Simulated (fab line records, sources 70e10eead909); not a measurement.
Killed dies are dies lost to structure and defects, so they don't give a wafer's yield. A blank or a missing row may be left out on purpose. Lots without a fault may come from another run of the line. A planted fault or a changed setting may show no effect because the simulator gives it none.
fab line records | flow nand_harc
record lots=5 wafers=15 last_day=24
route steps=1159 shown P_ZERO_WELL@44 P_STI@69
lots that met no fault: from a run of the same line without faults
start_h: hours from the record's first day to the start of the lot's first wafer shown | wait_h: hours since the lot's step before | " the same as in the row above | L1.1+2: a row that stands for several wafers | - no value, or no start given | * or withheld: withheld | < > ~ a bound
route shown NAME@n: a module of which the file shows steps, and the number in the route of the first | usual: mean/standard deviation of fault-free wafers | same: alike in all rows | chamber/n: place in a boat | sites: the reading at each site | _std_site: their standard deviation | _edge_site: outer sites' mean less inner sites' | radius_mm: how far each site lies from the wafer's centre | mask NAME#n: copy n | behind: the tool/chamber that last shaped the wafer | hold: why the lot was held/for how many hours/how that ended | device: the transistor (n, p or np) that didn't switch | end of line: the same wafers' tests at the end of the route | a step without rows: its recipe alone | killed: dies lost to structure and defects at the first sort, not the wafer's yield | map: a wafer's dies, x killed, . not, _ none there
set.NAME: the setting as run; set.NAME@STEP: as run at that earlier step | model.NAME: the simulator's own value behind a step, which no gauge read
lots at some steps of the route; a table a step, a row a wafer
services: from which hour (start_h, from the record's first day; less than 0 if before it) a tool's chamber was out of use, for how many hours, and why
## steps
# step NHARC_P_ZERO_WELL_CD_MEAS_37
# recipe target_cd_nm=720 landing_energy_ev=500
# usual cd_nm=719.4/1.7
# columns lot.wafer tool chamber start_h wait_h cd_nm
L076.3 cd_sem-01 0 28.69 - 718.6
L076.4 " 0 " " 721.3
L076.6 " 0 " " 722.0
L077.2 cd_sem-03 0 34.09 - 721.1
L077.3 " 0 " " 717.4
L077.4 " 0 " " 716.5
L078.2 cd_sem-03 0 40.10 - 718.5
L078.3 " 0 " " 719.3
L078.6 " 0 " " 723.0
L093.2 cd_sem-02 0 130.09 - 719.8
L093.4 " 0 " " 718.2
L093.6 " 0 " " 717.8
L095.3 cd_sem-02 0 142.42 - 718.1
L095.4 " 0 " " 720.6
L095.5 " 0 " " 721.3
# step NHARC_P_ZERO_WELL_HARDBAKE_38
# recipe temp_c=125 time_s=80
# columns lot.wafer tool chamber start_h wait_h
L076.3+4+6 litho_track-05 0 28.77 -
L077.2+3+4 litho_track-02 0 34.17 -
L078.2+3+6 litho_track-05 0 40.18 -
L093.2+4+6 litho_track-05 0 130.17 -
L095.3+4+5 litho_track-05 0 142.50 -
# step NHARC_P_ZERO_WELL_DESCUM_39
# recipe time_s=3 o2_flow_sccm=200 ar_flow_sccm=0 bias_power_w=0 chemistry=O2
# usual drypump_motor_current_A=5.8/0.39 oes_product_au=1.001/0.0092 rf_vpp_V=57.9/0.87 showerhead_plenum_p_Torr=1.96/0.06 throttle_valve_pct=11.313/0.0099
# columns lot.wafer tool chamber start_h wait_h drypump_motor_current_A oes_product_au rf_hours_counter_h rf_vpp_V showerhead_plenum_p_Torr throttle_valve_pct
L076.3 rie_diel-07 0 28.86 - 5.4 0.992 10 56.9 1.95 11.310
L076.4 " 1 " " 5.2 0.990 10 58.6 2.06 11.301
L076.6 " 0 " " 5.4 0.990 - 57.4 1.95 11.297
L077.3 rie_diel-11 1 34.26 - 6.1 0.976 1 57.6 1.94 11.328
L077.2 " 2 " " 6.5 0.995 1 57.9 1.91 11.299
L077.4 " 3 " " 5.8 1.008 1 57.8 1.97 11.325
L078.3 rie_diel-07 3 40.28 - 6.3 1.006 11 57.2 1.92 11.341
L078.2 " 0 " " 5.4 0.995 11 58.7 1.95 11.304
L078.6 " 2 " " 5.6 1.005 - 57.3 1.96 11.321
L093.2 rie_diel-01 1 130.25 - 6.1 1.008 11 58.0 2.04 11.319
L093.4 " 0 " " 6.0 0.999 12 57.0 1.81 11.319
L093.6 " 1 " " 6.1 1.014 - 59.4 2.04 11.316
L095.4 rie_diel-07 1 142.57 - 5.2 1.002 6 57.1 2.05 11.298
L095.3 " 2 " " 5.6 1.014 6 58.7 1.96 11.303
L095.5 " 2 " " 5.6 1.001 - 57.9 1.96 11.311
# step NHARC_P_ZERO_WELL_IMPLANT_40
# recipe energy_kev=300 dose_cm2=1e+13 tilt_deg=7
# usual beam_energy_keV=299.99/0.097 beam_on_s=10.01/0.22
# same implant_ion_amu=11
# columns lot.wafer tool chamber start_h wait_h beam_energy_keV beam_on_s
L076.3 implanter-02 0 29.05 0.2 299.89 9.86
L076.4 " 0 " " 300.01 10.20
L076.6 " 0 " " 300.01 10.07
L077.2 implanter-01 0 34.42 0.1 299.91 9.66
L077.3 " 0 " " 299.99 9.82
L077.4 " 0 " " 299.96 9.81
L078.2 implanter-02 0 40.44 0.1 299.85 10.35
L078.3 " 0 " " 300.05 9.87
L078.6 " 0 " " 299.97 10.12
L093.2 implanter-02 0 130.43 0.2 299.96 10.15
L093.4 " 0 " " 299.91 9.76
L093.6 " 0 " " 300.07 10.30
L095.3 implanter-01 0 142.78 0.2 299.92 10.39
L095.4 " 0 " " 299.92 10.31
L095.5 " 0 " " 299.88 9.50
# step NHARC_P_ZERO_WELL_IMPLANT_59
# recipe energy_kev=120 dose_cm2=5e+12 tilt_deg=7
# usual beam_energy_keV=119.99/0.034 beam_on_s=10.00/0.18
# same implant_ion_amu=11
# columns lot.wafer tool chamber start_h wait_h beam_energy_keV beam_on_s
L076.3 implanter-02 0 29.23 0.1 119.94 9.67
L076.4 " 0 " " 119.94 10.12
L076.6 " 0 " " 119.98 10.19
L077.2 implanter-01 0 34.60 0.2 120.02 9.88
L077.3 " 0 " " 120.00 9.93
L077.4 " 0 " " 119.98 9.91
L078.2 implanter-02 0 40.62 0.2 120.03 9.82
L078.3 " 0 " " 120.08 10.12
L078.6 " 0 " " 120.01 10.18
L093.2 implanter-02 0 130.61 0.2 119.99 10.01
L093.4 " 0 " " 119.94 10.02
L093.6 " 0 " " 119.97 9.79
L095.3 implanter-01 0 142.96 0.2 119.97 10.42
L095.4 " 0 " " 119.99 9.66
L095.5 " 0 " " 119.96 10.01
# step NHARC_P_ZERO_WELL_IMPLANT_60
# recipe energy_kev=30 dose_cm2=2e+12 tilt_deg=7
# usual beam_energy_keV=30.002/0.0092 beam_on_s=10.01/0.18
# same implant_ion_amu=11
# columns lot.wafer tool chamber start_h wait_h beam_energy_keV beam_on_s
L076.3 implanter-02 0 29.41 0.1 29.998 9.87
L076.4 " 0 " " 29.986 10.00
L076.6 " 0 " " 29.990 10.36
L077.2 implanter-01 0 34.78 0.1 29.996 10.16
L077.3 " 0 " " 30.004 10.02
L077.4 " 0 " " 30.004 9.96
L078.2 implanter-02 0 40.80 0.1 30.005 10.09
L078.3 " 0 " " 30.000 9.83
L078.6 " 0 " " 29.997 10.06
L093.2 implanter-02 0 130.79 0.2 30.006 10.08
L093.4 " 0 " " 30.007 10.00
L093.6 " 0 " " 30.005 9.74
L095.3 implanter-01 0 143.14 0.1 30.004 9.85
L095.4 " 0 " " 30.016 9.93
L095.5 " 0 " " 30.010 10.03
# step NHARC_P_ZERO_WELL_STRIP_41
# recipe time_s=840 temp_c=130 chemistry=SPM
# columns lot.wafer tool chamber start_h wait_h
L076.4+3+6 wet_bench-05 1,3,5 29.56 0.1
L077.3+4+2 wet_bench-06 1,2,3 34.99 0.1
L078.3+2+6 wet_bench-05 3,4,7 40.99 0.1
L093.4+2+6 wet_bench-05 2,4,5 130.98 0.1
L095.3+4+5 wet_bench-05 0,1,4 143.29 0.1
# step NHARC_P_ZERO_WELL_DEHYDRATE_44
# recipe temp_c=150 time_s=120
# columns lot.wafer tool chamber start_h wait_h
L076.3+4+6 litho_track-02 0 29.89 -
L077.2+3+4 litho_track-03 0 35.30 -
L078.2+3+6 litho_track-05 0 41.32 -
L093.2+4+6 litho_track-03 0 131.31 -
L095.3+4+5 litho_track-02 0 143.63 -
# step NHARC_P_ZERO_WELL_HMDS_45
# recipe time_s=30
# columns lot.wafer tool chamber start_h wait_h
L076.3+4+6 litho_track-02 0 - -
L077.2+3+4 litho_track-03 0 - -
L078.2+3+6 litho_track-05 0 - -
L093.2+4+6 litho_track-03 0 - -
L095.3+4+5 litho_track-02 0 - -
# step NHARC_P_ZERO_WELL_COAT_46
# recipe spin_rpm=withheld
# columns lot.wafer tool chamber start_h wait_h
L076.3+4+6 litho_track-02 0 - -
L077.2+3+4 litho_track-03 0 - -
L078.2+3+6 litho_track-05 0 - -
L093.2+4+6 litho_track-03 0 - -
L095.3+4+5 litho_track-02 0 - -
# step NHARC_P_ZERO_WELL_SOFTBAKE_47
# recipe temp_c=122 time_s=95
# columns lot.wafer tool chamber start_h wait_h
L076.3+4+6 litho_track-02 0 - -
L077.2+3+4 litho_track-03 0 - -
L078.2+3+6 litho_track-05 0 - -
L093.2+4+6 litho_track-03 0 - -
L095.3+4+5 litho_track-02 0 - -
# step NHARC_P_ZERO_WELL_EBR_48
# columns lot.wafer tool chamber start_h wait_h
L076.3+4+6 litho_track-02 0 - -
L077.2+3+4 litho_track-03 0 - -
L078.2+3+6 litho_track-05 0 - -
L093.2+4+6 litho_track-03 0 - -
L095.3+4+5 litho_track-02 0 - -
# step NHARC_P_ZERO_WELL_EXPOSE_49
# recipe na=0.6 target_cd_nm=2000 dose_mj=22.64 mask_id=P_HVPW
# columns lot.wafer tool chamber start_h wait_h mask
L076.3+4+6 krf_scanner-02 0 30.17 - P_HVPW#0
L077.2+3+4 krf_scanner-02 0 35.45 - P_HVPW#0
L078.2+3+6 krf_scanner-01 0 41.59 - P_HVPW#0
L093.2+4+6 krf_scanner-01 0 131.48 - P_HVPW#0
L095.3+4+5 krf_scanner-04 0 143.91 - P_HVPW#0
# step NHARC_P_ZERO_WELL_PEB_50
# recipe peb_temp_c=118 peb_time_s=85
# columns lot.wafer tool chamber start_h wait_h
L076.3+4+6 litho_track-02 0 30.23 0.1
L077.2+3+4 litho_track-02 0 35.51 0.1
L078.2+3+6 litho_track-05 0 41.66 0.1
L093.2+4+6 litho_track-02 0 131.54 0.1
L095.3+4+5 litho_track-03 0 143.97 0.1
# step NHARC_P_ZERO_WELL_DEVELOP_51
# recipe time_s=70
# columns lot.wafer tool chamber start_h wait_h
L076.3+4+6 litho_track-02 0 - -
L077.2+3+4 litho_track-02 0 - -
L078.2+3+6 litho_track-05 0 - -
L093.2+4+6 litho_track-02 0 - -
L095.3+4+5 litho_track-03 0 - -
# step NHARC_P_ZERO_WELL_CD_MEAS_52
# recipe target_cd_nm=2000 landing_energy_ev=500
# usual cd_nm=2000.4/1.8
# columns lot.wafer tool chamber start_h wait_h cd_nm
L076.3 cd_sem-02 0 30.32 - 1999.7
L076.4 " 0 " " 2000.4
L076.6 " 0 " " 1999.6
L077.2 cd_sem-03 0 35.60 - 1998.4
L077.3 " 0 " " 1999.8
L077.4 " 0 " " 1997.2
L078.2 cd_sem-02 0 41.75 - 2001.8
L078.3 " 0 " " 2000.3
L078.6 " 0 " " 2002.3
L093.2 cd_sem-01 0 131.63 - 2000.4
L093.4 " 0 " " 2001.7
L093.6 " 0 " " 2001.5
L095.3 cd_sem-01 0 144.07 - 1999.3
L095.4 " 0 " " 1997.2
L095.5 " 0 " " 2000.0
# step NHARC_P_ZERO_WELL_HARDBAKE_53
# recipe temp_c=125 time_s=80
# columns lot.wafer tool chamber start_h wait_h
L076.3+4+6 litho_track-05 0 30.40 -
L077.2+3+4 litho_track-02 0 35.68 -
L078.2+3+6 litho_track-05 0 41.83 -
L093.2+4+6 litho_track-02 0 131.71 -
L095.3+4+5 litho_track-02 0 144.15 -
# step NHARC_P_ZERO_WELL_DESCUM_54
# recipe time_s=3 o2_flow_sccm=200 ar_flow_sccm=0 bias_power_w=0 chemistry=O2
# usual drypump_motor_current_A=5.9/0.37 oes_product_au=1.000/0.009 rf_vpp_V=57.9/0.91 showerhead_plenum_p_Torr=1.95/0.059 throttle_valve_pct=11.311/0.01
# columns lot.wafer tool chamber start_h wait_h drypump_motor_current_A oes_product_au rf_hours_counter_h rf_vpp_V showerhead_plenum_p_Torr throttle_valve_pct
L076.4 rie_diel-01 1 30.47 - 6.1 1.016 4 57.6 2.05 11.324
L076.3 " 3 " " 5.6 1.011 4 57.9 1.95 11.302
L076.6 " 2 " " 5.9 1.012 - 58.1 2.00 11.319
L077.3 rie_diel-07 1 35.77 - 5.2 0.988 10 57.1 2.05 11.302
L077.4 " 2 " " 5.6 1.002 11 56.7 1.96 11.316
L077.2 " 3 " " 6.3 1.016 10 54.9 1.92 11.305
L078.3 rie_diel-01 3 41.91 - 5.7 1.005 6 57.8 1.95 11.309
L078.2 " 0 " " 6.1 0.992 5 57.8 1.81 11.303
L078.6 " 0 " " 6.1 0.998 - 57.3 1.81 11.306
L093.2 rie_diel-11 1 131.81 - 6.1 0.980 8 57.3 1.94 11.319
L093.4 " 2 " " 6.5 0.997 7 59.1 1.91 11.302
L093.6 " 0 " " 6.0 0.995 - 58.5 1.98 11.318
L095.4 rie_diel-11 0 144.36 - 5.9 0.997 9 58.8 1.98 11.325
L095.3 " 1 " " 6.1 0.993 9 58.6 1.94 11.315
L095.5 " 2 " " 6.6 1.006 - 58.2 1.91 11.321
# step NHARC_P_ZERO_WELL_IMPLANT_55
# recipe energy_kev=180 dose_cm2=8e+11 tilt_deg=7
# usual beam_energy_keV=179.99/0.062 beam_on_s=10.02/0.19
# same implant_ion_amu=11
# columns lot.wafer tool chamber start_h wait_h beam_energy_keV beam_on_s
L076.3 implanter-02 0 30.68 0.2 180.04 9.95
L076.4 " 0 " " 179.99 10.39
L076.6 " 0 " " 179.96 9.97
L077.2 implanter-02 0 35.93 0.1 180.02 9.92
L077.3 " 0 " " 180.02 10.27
L077.4 " 0 " " 179.89 9.85
L078.2 implanter-02 0 42.11 0.2 179.97 9.89
L078.3 " 0 " " 180.00 10.03
L078.6 " 0 " " 179.96 9.96
L093.2 implanter-01 0 131.97 0.1 180.05 9.82
L093.4 " 0 " " 179.92 10.18
L093.6 " 0 " " 180.00 10.10
L095.3 implanter-02 0 144.55 0.2 179.95 10.04
L095.4 " 0 " " 180.02 9.97
L095.5 " 0 " " 179.99 10.03
# step NHARC_P_ZERO_WELL_IMPLANT_61
# recipe energy_kev=30 dose_cm2=5e+11 tilt_deg=7
# usual beam_energy_keV=29.999/0.0088 beam_on_s=9.98/0.2
# same implant_ion_amu=11
# columns lot.wafer tool chamber start_h wait_h beam_energy_keV beam_on_s
L076.3 implanter-02 0 30.86 0.1 30.006 10.27
L076.4 " 0 " " 29.996 10.06
L076.6 " 0 " " 30.001 10.29
L077.2 implanter-02 0 36.11 0.2 29.991 9.98
L077.3 " 0 " " 29.989 10.01
L077.4 " 0 " " 29.996 9.96
L078.2 implanter-02 0 42.29 0.1 29.997 9.73
L078.3 " 0 " " 29.993 10.03
L078.6 " 0 " " 29.978 9.92
L093.2 implanter-01 0 132.15 0.1 30.007 9.91
L093.4 " 0 " " 29.979 9.65
L093.6 " 0 " " 30.017 10.13
L095.3 implanter-02 0 144.73 0.2 29.985 10.11
L095.4 " 0 " " 29.992 10.10
L095.5 " 0 " " 30.003 9.98
# step NHARC_P_ZERO_WELL_STRIP_56
# recipe time_s=840 temp_c=130 chemistry=SPM
# columns lot.wafer tool chamber start_h wait_h
L076.6+4+3 wet_bench-05 6,0,3 31.01 0.0
L077.3+4+2 wet_bench-06 4,5,7 36.30 0.1
L078.3+2+6 wet_bench-06 1,3,4 42.49 0.1
L093.2+4+6 wet_bench-02 3,4,6 132.35 0.2
L095.5+4+3 wet_bench-05 2,3,5 144.90 0.1
# step NHARC_P_ZERO_WELL_PRECLEAN_68
# recipe time_s=60 temp_c=50 bath_age_min=0 chemistry=SC1
# columns lot.wafer tool chamber start_h wait_h
L076.6+4+3 wet_bench-05 6,0,3 - -
L077.3+4+2 wet_bench-06 4,5,7 - -
L078.3+2+6 wet_bench-06 1,3,4 - -
L093.2+4+6 wet_bench-02 3,4,6 - -
L095.5+4+3 wet_bench-05 2,3,5 - -
# step NHARC_P_ZERO_WELL_SRD_69
# columns lot.wafer tool chamber start_h wait_h
L076.6+4+3 wet_bench-05 6,0,3 - -
L077.3+4+2 wet_bench-06 4,5,7 - -
L078.3+2+6 wet_bench-06 1,3,4 - -
L093.2+4+6 wet_bench-02 3,4,6 - -
L095.5+4+3 wet_bench-05 2,3,5 - -
# step NHARC_P_ZERO_WELL_RTA_42
# recipe temp_c=1100 time_s=300
# usual lamp_power_pct=40.0/1.6 wafer_temp_C_max=1107.0/1.5
# columns lot.wafer tool chamber start_h wait_h lamp_power_pct wafer_temp_C_max
L076.3 rtp_anneal-01 0 31.67 - 41.3 1108.7
L076.4 " 0 " " 41.2 1109.0
L076.6 " 0 " " 41.1 1105.5
L077.2 rtp_anneal-01 0 36.84 - 41.1 1106.7
L077.3 " 0 " " 41.2 1107.4
L077.4 " 0 " " 41.2 1104.9
L078.2 rtp_anneal-01 0 43.24 - 41.2 1106.7
L078.3 " 0 " " 41.3 1107.6
L078.6 " 0 " " 41.3 1107.9
L093.2 rtp_anneal-01 0 132.88 - 41.2 1107.1
L093.4 " 0 " " 41.3 1110.3
L093.6 " 0 " " 41.2 1107.0
L095.3 rtp_anneal-02 0 145.57 - 37.9 1106.1
L095.4 " 0 " " 38.0 1106.4
L095.5 " 0 " " 38.0 1107.1
# step NHARC_P_ZERO_WELL_INSPECT_43
# usual raw_defect_count=13/5.9
# columns lot.wafer tool chamber start_h wait_h raw_defect_count
L076.3 defect_inspect-01 - 32.13 0.4 15
L076.4 " - " " 11
L076.6 " - " " 10
L077.2 defect_inspect-01 - 37.40 0.5 8
L077.3 " - " " 10
L077.4 " - " " 7
L078.2 defect_inspect-01 - 43.83 0.5 9
L078.3 " - " " 11
L078.6 " - " " 14
L093.2 defect_inspect-02 - 133.45 0.5 4
L093.4 " - " " 5
L093.6 " - " " 9
L095.3 defect_inspect-01 - 146.03 0.4 10
L095.4 " - " " 18
L095.5 " - " " 19
# step NHARC_P_STI_ETCH_26
# recipe target_depth_a=110 chemistry=dHF material=SiO2
# columns lot.wafer tool chamber start_h wait_h
L076.4+6+3 wet_bench-04 4,7,0 32.18 0.0
L077.3+4+2 wet_bench-04 6,7,2 37.45 0.0
L078.2+3+6 wet_bench-04 1,5,6 43.88 0.0
L093.6+2+4 wet_bench-04 6,7,0 133.50 0.0
L095.3+5+4 wet_bench-09 0,2,3 146.08 0.0
# step NHARC_P_STI_PRECLEAN_27
# recipe time_s=* temp_c=50 bath_age_min=0 chemistry=SC1
# columns lot.wafer tool chamber start_h wait_h
L076.4+6+3 wet_bench-04 4,7,0 32.25 0.1
L077.3+4+2 wet_bench-04 6,7,2 37.52 0.1
L078.2+3+6 wet_bench-04 1,5,6 43.94 0.1
L093.6+2+4 wet_bench-04 6,7,0 133.57 0.1
L095.3+5+4 wet_bench-09 0,2,3 146.15 0.1
# step NHARC_P_STI_SRD_28
# columns lot.wafer tool chamber start_h wait_h
L076.4+6+3 wet_bench-04 4,7,0 - -
L077.3+4+2 wet_bench-04 6,7,2 - -
L078.2+3+6 wet_bench-04 1,5,6 - -
L093.6+2+4 wet_bench-04 6,7,0 - -
L095.3+5+4 wet_bench-09 0,2,3 - -
# step NHARC_P_STI_OXIDE_29
# recipe target_thk_a=100 temp_c=900 ox_time_s=1362 material=SiO2
# usual spike_tc_bottom_C=919.3/2.7
# columns lot.wafer tool chamber start_h wait_h spike_tc_bottom_C
L076.3 furnace-02 0 32.96 - 918.6
L076.4 " 0 " " 918.7
L076.6 " 0 " " 918.9
L077.2 furnace-06 0 42.58 - 924.5
L077.3 " 0 " " 921.2
L077.4 " 0 " " 923.2
L078.2 furnace-02 0 49.56 - 918.4
L078.3 " 0 " " 919.4
L078.6 " 0 " " 917.9
L093.2 furnace-03 0 135.60 - 916.8
L093.4 " 0 " " 917.9
L093.6 " 0 " " 917.4
L095.3 furnace-03 0 150.77 - 917.0
L095.4 " 0 " " 917.3
L095.5 " 0 " " 916.2
# step NHARC_P_STI_HM_DEP_30
# recipe target_thk_a=800 temp_c=790 pressure_mtorr=300 time_s=873 material=Si3N4
# usual pressure_mtorr=299.9/0.58 spike_tc_bottom_C=809.4/1.9 susceptor_temp_C=790.0/0.39
# columns lot.wafer tool chamber start_h wait_h pressure_mtorr spike_tc_bottom_C susceptor_temp_C
L076.3 lpcvd-02 0 40.26 3.6 300.1 809.7 789.8
L076.4 " 0 " " 299.2 809.5 789.8
L076.6 " 0 " " 300.4 808.2 790.2
L077.2 lpcvd-02 1 49.90 3.6 300.1 813.2 790.7
L077.3 " 1 " " 300.4 811.2 791.1
L077.4 " 1 " " 300.5 811.4 790.4
L078.2 lpcvd-01 0 56.84 3.6 298.3 808.2 789.9
L078.3 " 0 " " 299.2 808.4 789.6
L078.6 " 0 " " 298.6 808.4 789.7
L093.2 lpcvd-01 0 142.93 3.6 300.3 808.2 789.7
L093.4 " 0 " " 298.6 809.3 789.6
L093.6 " 0 " " 298.8 808.8 789.6
L095.3 lpcvd-02 1 158.01 3.6 299.7 811.1 790.2
L095.4 " 1 " " 299.5 811.8 790.3
L095.5 " 1 " " 299.4 812.0 790.1
# step NHARC_P_STI_DEHYDRATE_01
# recipe temp_c=150 time_s=120
# columns lot.wafer tool chamber start_h wait_h
L076.3+4+6 litho_track-07 0 43.89 0.4
L077.2+3+4 litho_track-03 0 53.61 0.4
L078.2+3+6 litho_track-07 0 60.42 0.4
L093.2+4+6 litho_track-07 0 146.60 0.4
L095.3+4+5 litho_track-07 0 161.68 0.4
# step NHARC_P_STI_HMDS_02
# recipe time_s=30
# columns lot.wafer tool chamber start_h wait_h
L076.3+4+6 litho_track-07 0 - -
L077.2+3+4 litho_track-03 0 - -
L078.2+3+6 litho_track-07 0 - -
L093.2+4+6 litho_track-07 0 - -
L095.3+4+5 litho_track-07 0 - -
# step NHARC_P_STI_COAT_41
# recipe temp_c=200 time_s=65
# columns lot.wafer tool chamber start_h wait_h
L076.3+4+6 litho_track-07 0 - -
L077.2+3+4 litho_track-03 0 - -
L078.2+3+6 litho_track-07 0 - -
L093.2+4+6 litho_track-07 0 - -
L095.3+4+5 litho_track-07 0 - -
# step NHARC_P_STI_COAT_03
# recipe spin_rpm=2000 resist_thk_nm=600
# columns lot.wafer tool chamber start_h wait_h
L076.3+4+6 litho_track-07 0 - -
L077.2+3+4 litho_track-03 0 - -
L078.2+3+6 litho_track-07 0 - -
L093.2+4+6 litho_track-07 0 - -
L095.3+4+5 litho_track-07 0 - -
# step NHARC_P_STI_SOFTBAKE_04
# recipe temp_c=125 time_s=70
# columns lot.wafer tool chamber start_h wait_h
L076.3+4+6 litho_track-07 0 - -
L077.2+3+4 litho_track-03 0 - -
L078.2+3+6 litho_track-07 0 - -
L093.2+4+6 litho_track-07 0 - -
L095.3+4+5 litho_track-07 0 - -
# step NHARC_P_STI_EBR_05
# columns lot.wafer tool chamber start_h wait_h
L076.3+4+6 litho_track-07 0 - -
L077.2+3+4 litho_track-03 0 - -
L078.2+3+6 litho_track-07 0 - -
L093.2+4+6 litho_track-07 0 - -
L095.3+4+5 litho_track-07 0 - -
# step NHARC_P_STI_EXPOSE_06
# recipe na=0.55 target_cd_nm=200 dose_mj=37.69 mask_id=P_STI
# columns lot.wafer tool chamber start_h wait_h mask
L076.3+4+6 krf_scanner-04 0 44.23 - P_STI#0
L077.2+3+4 krf_scanner-04 0 53.78 - P_STI#0
L078.2+3+6 krf_scanner-03 0 60.71 - P_STI#0
L093.2+4+6 krf_scanner-04 0 146.77 - P_STI#0
L095.3+4+5 krf_scanner-02 0 161.85 - P_STI#0
# step NHARC_P_STI_PEB_07
# recipe peb_temp_c=128 peb_time_s=80
# columns lot.wafer tool chamber start_h wait_h
L076.3+4+6 litho_track-07 0 44.28 0.1
L077.2+3+4 litho_track-03 0 53.84 0.1
L078.2+3+6 litho_track-03 0 60.78 0.1
L093.2+4+6 litho_track-03 0 146.84 0.1
L095.3+4+5 litho_track-07 0 161.91 0.1
# step NHARC_P_STI_DEVELOP_08
# recipe time_s=50 dev_temp_c=22
# usual developer_temp_C=22.00/0.1
# columns lot.wafer tool chamber start_h wait_h developer_temp_C
L076.3 litho_track-07 0 - - 22.01
L076.4 " 0 " " 21.85
L076.6 " 0 " " 21.97
L077.2 litho_track-03 0 - - 22.12
L077.3 " 0 " " 22.00
L077.4 " 0 " " 22.16
L078.2 litho_track-03 0 - - 21.94
L078.3 " 0 " " 22.16
L078.6 " 0 " " 22.00
L093.2 litho_track-03 0 - - 21.74
L093.4 " 0 " " 22.01
L093.6 " 0 " " 21.85
L095.3 litho_track-07 0 - - 22.00
L095.4 " 0 " " 21.93
L095.5 " 0 " " 21.95
# step NHARC_P_STI_CD_MEAS_09
# recipe target_cd_nm=200 landing_energy_ev=500
# usual cd_nm=200.5/2.3
# columns lot.wafer tool chamber start_h wait_h cd_nm
L076.3 cd_sem-02 0 44.37 - 199.4
L076.4 " 0 " " 198.2
L076.6 " 0 " " 202.7
L077.2 cd_sem-03 0 53.93 - 204.0
L077.3 " 0 " " 201.2
L077.4 " 0 " " 203.2
L078.2 cd_sem-03 0 60.87 - 203.8
L078.3 " 0 " " 201.4
L078.6 " 0 " " 203.1
L093.2 cd_sem-01 0 146.92 - 200.4
L093.4 " 0 " " 199.2
L093.6 " 0 " " 198.1
L095.3 cd_sem-03 0 162.00 - 197.4
L095.4 " 0 " " 199.5
L095.5 " 0 " " 202.5
# step NHARC_P_STI_OVL_MEAS_10
# usual overlay_x_nm=0/5.9 overlay_y_nm=0/6.2
# columns lot.wafer tool chamber start_h wait_h overlay_x_nm overlay_y_nm
L076.3 overlay-01 - 44.46 - 5 1
L076.4 " - " " 5 1
L076.6 " - " " 5 1
L077.2 overlay-02 - 54.01 - -9 3
L077.3 " - " " -9 3
L077.4 " - " " -8 3
L078.2 overlay-02 - 60.96 - -2 -4
L078.3 " - " " -2 -4
L078.6 " - " " -2 -5
L093.2 overlay-02 - 147.01 - 3 5
L093.4 " - " " 3 6
L093.6 " - " " 3 5
L095.3 overlay-01 - 162.08 - -2 -4
L095.4 " - " " -2 -3
L095.5 " - " " -3 -3
# step NHARC_P_STI_INSPECT_11
# usual raw_defect_count=6/3.3
# columns lot.wafer tool chamber start_h wait_h raw_defect_count
L076.3 defect_inspect-01 - 44.51 0.1 4
L076.4 " - " " 2
L076.6 " - " " 6
L077.2 defect_inspect-01 - 54.05 0.0 6
L077.3 " - " " 4
L077.4 " - " " 8
L078.2 defect_inspect-02 - 60.99 0.0 4
L078.3 " - " " 3
L078.6 " - " " 16
L093.2 defect_inspect-01 - 147.05 0.0 6
L093.4 " - " " 2
L093.6 " - " " 0
L095.3 defect_inspect-01 - 162.12 0.0 3
L095.4 " - " " 6
L095.5 " - " " 2
# step NHARC_P_STI_HARDBAKE_13
# recipe temp_c=118 time_s=65
# columns lot.wafer tool chamber start_h wait_h
L076.3+4+6 litho_track-07 0 44.57 0.1
L077.2+3+4 litho_track-02 0 54.11 0.1
L078.2+3+6 litho_track-03 0 61.05 0.1
L093.2+4+6 litho_track-03 0 147.11 0.1
L095.3+4+5 litho_track-02 0 162.18 0.1
# step NHARC_P_STI_DESCUM_14
# recipe time_s=3 o2_flow_sccm=200 ar_flow_sccm=0 bias_power_w=0 chemistry=O2
# usual drypump_motor_current_A=5.8/0.55 oes_product_au=0.997/0.01 rf_vpp_V=57.9/1 showerhead_plenum_p_Torr=1.96/0.07 throttle_valve_pct=11.312/0.0083
# columns lot.wafer tool chamber start_h wait_h drypump_motor_current_A oes_product_au rf_hours_counter_h rf_vpp_V showerhead_plenum_p_Torr throttle_valve_pct
L076.4 rie_diel-04 0 44.64 - 6.1 0.994 2.6 59.1 1.87 11.322
L076.3 " 2 " " 4.9 0.994 2.5 58.6 2.02 11.309
L076.6 " 1 " " 6.4 0.996 - 57.9 1.89 11.317
L077.3 rie_diel-04 1 54.20 - 6.4 0.999 2.7 58.8 1.89 11.329
L077.4 " 2 " " 4.9 1.005 2.7 57.6 2.02 11.311
L077.2 " 3 " " 5.3 1.001 2.9 58.0 2.03 11.308
L078.3 rie_diel-04 3 61.13 - 5.3 0.998 3.1 59.0 2.03 11.319
L078.2 " 1 " " 6.4 1.000 2.9 56.8 1.89 11.317
L078.6 " 0 " " 6.1 0.999 - 57.5 1.87 11.319
L093.2 rie_diel-09 3 147.20 - 6.6 0.989 2.5 57.7 1.79 11.328
L093.4 " 1 " " 5.7 1.019 - 57.6 1.91 11.307
L093.6 " 3 " " 6.6 0.994 - 57.5 1.79 11.310
L095.3 rie_diel-08 0 162.27 - 5.5 0.969 1.4 59.4 2.05 11.320
L095.4 " 1 " " 5.8 0.996 1.7 58.8 1.99 11.323
L095.5 " 3 " " 6.2 0.990 - 59.7 1.96 11.329
## services
# columns tool chamber start_h hours kind
rie_diel-07 1 7.81 5.5 repair
litho_track-07 - 14.00 7.0 pm
rie_diel-01 1 15.14 1.9 repair
rie_diel-11 - 16.55 9.0 pm
wet_bench-05 - 20.83 8.0 pm
krf_scanner-02 - 38.00 4.0 pm
litho_track-03 - 38.00 7.0 pm
rie_diel-01 1 38.12 18.8 repair
rie_diel-07 - 46.53 1.2 repair
rie_diel-07 - 51.75 9.0 pm
lpcvd-02 - 55.78 0.5 repair
implanter-02 - 61.06 1.1 repair
implanter-01 - 61.94 1.9 repair
litho_track-05 - 62.00 7.0 pm
rie_diel-04 3 63.40 6.1 repair
implanter-02 - 79.31 2.2 repair
rie_diel-11 2 80.05 3.4 repair
implanter-02 - 85.00 13.0 pm
rie_diel-11 1 92.54 1.8 repair
rie_diel-04 1 105.32 1.3 repair
krf_scanner-04 - 126.00 4.0 pm
wet_bench-06 - 129.60 8.0 pm
krf_scanner-04 - 130.26 0.4 repair
implanter-02 - 138.62 0.9 repair
## key
fault none
